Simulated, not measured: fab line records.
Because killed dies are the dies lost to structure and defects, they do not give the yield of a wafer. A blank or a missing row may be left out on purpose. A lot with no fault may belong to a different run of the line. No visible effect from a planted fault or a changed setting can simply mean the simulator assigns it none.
Matching of chambers ; flow n5_finfet ; N5_BEOL_M11_ETCH_62 on rie_diel-03: 4 sister chambers
The step etches SOC in N2/H2, target depth 110 nm, overetch 22 nm, time 165 s. 8 wafers are shown with their chamber, then 10 later ones without.

## WAFERS PAIRED WITH THEIR CHAMBERS
wafer;chamber;drypump_motor_current_A (A);showerhead_plenum_p_Torr (Torr)
L086.2;1;5.1;2.69
L086.6;0;5.9;2.63
L088.5;2;5.3;2.46
L090.1;3;6.4;2.71
L090.3;1;5.0;2.69
L090.5;0;6.0;2.62
L093.2;3;6.4;2.70
L093.3;2;5.3;2.45

## WAFERS WHOSE CHAMBER IS MISSING
wafer;drypump_motor_current_A (A);showerhead_plenum_p_Torr (Torr)
L093.4;6.0;2.62
L095.2;5.3;2.45
L095.5;6.0;2.62
L095.6;6.4;2.70
L094.3;5.2;2.45
L094.4;5.0;2.69
L094.6;5.3;2.45
L096.4;6.5;2.70
L096.5;5.2;2.45
L096.6;5.0;2.68

## CHAMBER TAKEN BY EACH
wafer;from the rows above;in truth
L093.4;0;0
L095.2;2;2
L095.5;0;0
L095.6;3;3
L094.3;2;2
L094.4;1;1
L094.6;2;2
L096.4;3;3
L096.5;2;2
L096.6;1;1
Placed correctly: 10 of 10. Not placeable from these rows: 0. Placed wrongly: 0.
How it was worked out, from the rows above alone: a wafer's distance from a chamber is the root of the sum, over the readings, of the square of ((its reading less the chamber's mean) divided by the reading's scatter). The wafer belongs to the nearest chamber; if the next one is less than 2 further off, it can't be placed. Each chamber's mean is taken over the wafers shown for it. The scatter: the root of (the sum of the squares of (reading less its chamber's mean) over the shown wafers, divided by (wafers less chambers)).
